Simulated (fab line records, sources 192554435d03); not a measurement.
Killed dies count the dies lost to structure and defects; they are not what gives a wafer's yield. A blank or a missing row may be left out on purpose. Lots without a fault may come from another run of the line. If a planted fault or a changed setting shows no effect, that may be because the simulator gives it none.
Split-lot study | flow n5 finfet | 7 lots, 21 wafers read, on a route of 1938 steps

## ABOUT THE SPLIT
At N5_BEOL_M1_COAT_67 (time 60 s, resist thk 60 nm), the setting spin rpm was moved away from the recipe's 1500 rpm on 7 of the 21 wafers read, by -10.3% to +4.3%. All remaining wafers had this setting at the recipe value.

## FROM THE SPLIT TO THE READING: what the file shows between them, 11 steps
- N5_BEOL_M1_COAT_76: time 60 s, resist thk 5 nm (also split here: spin rpm)
- N5_BEOL_M1_COAT_22: resist thk 30 nm
- N5_BEOL_M1_EBR_24
- N5_BEOL_M1_DESCUM_33: chemistry O2, time 7 s
- N5_BEOL_M1_ETCH_77: etches underlayer in N2/H2, target depth 6.5 nm, time 5.2 s
- N5_BEOL_M1_ETCH_69: etches SiARC in CF4, target depth 15.6 nm, time 26 s
- N5_BEOL_M1_ALD_98: deposits SiO2, target thk 2.5 nm, pulse time 1 s, co reactant pulse time 1 s
- N5_BEOL_M1_ETCHBACK_99: etches SiO2 in CHF3, target depth 5 nm, time 10.4 s
- N5_BEOL_M1_ETCH_70: etches SOC in N2/H2, target depth 80 nm, overetch 16 nm, time 120 s
- N5_BEOL_M1_STRIP_71: strips in N2/H2
- N5_BEOL_M1_STRIP_78: strips in N2/H2

## THE READING
SOC_of_BEOL_M1_COAT_67.thk nm (the simulator's own value, which no gauge read), in nm, at N5_BEOL_M1_VIA_ETCH_34 (etches the open film in C4F6/O2, target depth 67.8 nm, time 64.4 s). The file gives no usual value for it. Average 52.2 nm, standard deviation 0.15 nm, over the 14 wafers here run with the recipe.

wafer  | tool, chamber at the split | spin rpm as run, rpm | against the recipe | SOC_of_BEOL_M1_COAT_67.thk nm, nm | against lot-mates on the recipe
L078.2 | litho track-02, 0          | 1500                 | recipe             | 52                                | -
L078.3 | litho track-02, 0          | 1357                 | -9.5%              | 55                                | +3.0
L078.4 | litho track-02, 0          | 1357                 | -9.5%              | 55.4                              | +3.4
L083.4 | litho track-04, 0          | 1500                 | recipe             | 52                                | -
L083.5 | litho track-04, 0          | 1500                 | recipe             | 52                                | -
L083.6 | litho track-04, 0          | 1500                 | recipe             | 52.2                              | -
L085.2 | litho track-02, 0          | 1500                 | recipe             | 52.2                              | -
L085.5 | litho track-02, 0          | 1500                 | recipe             | 52.2                              | -
L085.3 | litho track-02, 0          | 1500                 | recipe             | 52.4                              | -
L088.1 | litho track-01, 0          | 1564                 | +4.3%              | 51                                | -1.2
L088.2 | litho track-01, 0          | 1500                 | recipe             | 52.2                              | -
L088.3 | litho track-01, 0          | 1564                 | +4.3%              | 50.8                              | -1.4
L089.4 | litho track-04, 0          | 1386                 | -7.6%              | 54.4                              | +2.4
L089.5 | litho track-04, 0          | 1500                 | recipe             | 52                                | -
L089.6 | litho track-04, 0          | 1500                 | recipe             | 52                                | -
L092.2 | litho track-02, 0          | 1346                 | -10.3%             | 55.4                              | +3.2
L092.3 | litho track-02, 0          | 1346                 | -10.3%             | 55.6                              | +3.4
L092.6 | litho track-02, 0          | 1500                 | recipe             | 52.2                              | -
L095.2 | litho track-01, 0          | 1500                 | recipe             | 52.4                              | -
L095.3 | litho track-01, 0          | 1500                 | recipe             | 52.4                              | -
L095.5 | litho track-01, 0          | 1500                 | recipe             | 52.2                              | -

THE FIT
A straight line over all 21 wafers: SOC_of_BEOL_M1_COAT_67.thk nm changes by -0.315 nm for each +1% of spin rpm; r = -0.99; the points scatter about the line by 0.16 nm.
The same after taking each lot's own level away (the mean of its wafers on the recipe; 21 wafers): -0.324 nm for each +1%; r = -1.00; scatter 0.11 nm.
The reading moves by 3.3 nm for the largest change in spin rpm, on that fit.
From 52.00 to 52.33 nm: that is the span of the lots' own levels, equal to 2.2 times the standard deviation above.
Hence the lot-to-lot level has little effect on the slope; both slopes agree.
Check: with one of the wafers moved furthest among these (-10.3%) left out of the fit, the line predicts +3.38 nm for it against its lot-mates. It came out at +3.2 nm against them.

## FURTHER SPLITS ON THESE WAFERS
These wafers also went through other splits before the reading. Each is held against what the fit with the lots' levels taken away leaves over:
other split on the same wafers | wafers away from the commonest value | r with SOC_of_BEOL_M1_COAT_67.thk nm (lot level and that fit taken away)
N5_BEOL_M0_ETCH_109 bias w     | 7                                    | -0.20
N5_BEOL_M1_COAT_76 spin rpm    | 5                                    | -0.01

## THE WHOLE CHAIN: every reading that the file lists as answering this split, in the file's order
step                   | what it does                                                        | reading                                                                        | change (the file's fit)               | r (the file's)
N5_BEOL_M1_COAT_67     | time 60 s, resist thk 60 nm                                         | SOC_of_BEOL_M1_COAT_67.thk nm (the simulator's own value, which no gauge read) | -0.329 nm for each +1% of the setting | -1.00
N5_BEOL_M1_ETCH_70     | etches SOC in N2/H2, target depth 80 nm, overetch 16 nm, time 120 s | etch.depth nm (the simulator's own value, which no gauge read)                 | -0.328 nm for each +1% of the setting | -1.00
N5_BEOL_M1_VIA_ETCH_34 | etches the open film in C4F6/O2, target depth 67.8 nm, time 64.4 s  | SOC_of_BEOL_M1_COAT_67.thk nm (the simulator's own value, which no gauge read) | -0.324 nm for each +1% of the setting | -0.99

## THE FILE'S OWN FIT
SOC_of_BEOL_M1_COAT_67.thk nm changes by -0.324 nm for each +1% of spin rpm, r = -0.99.
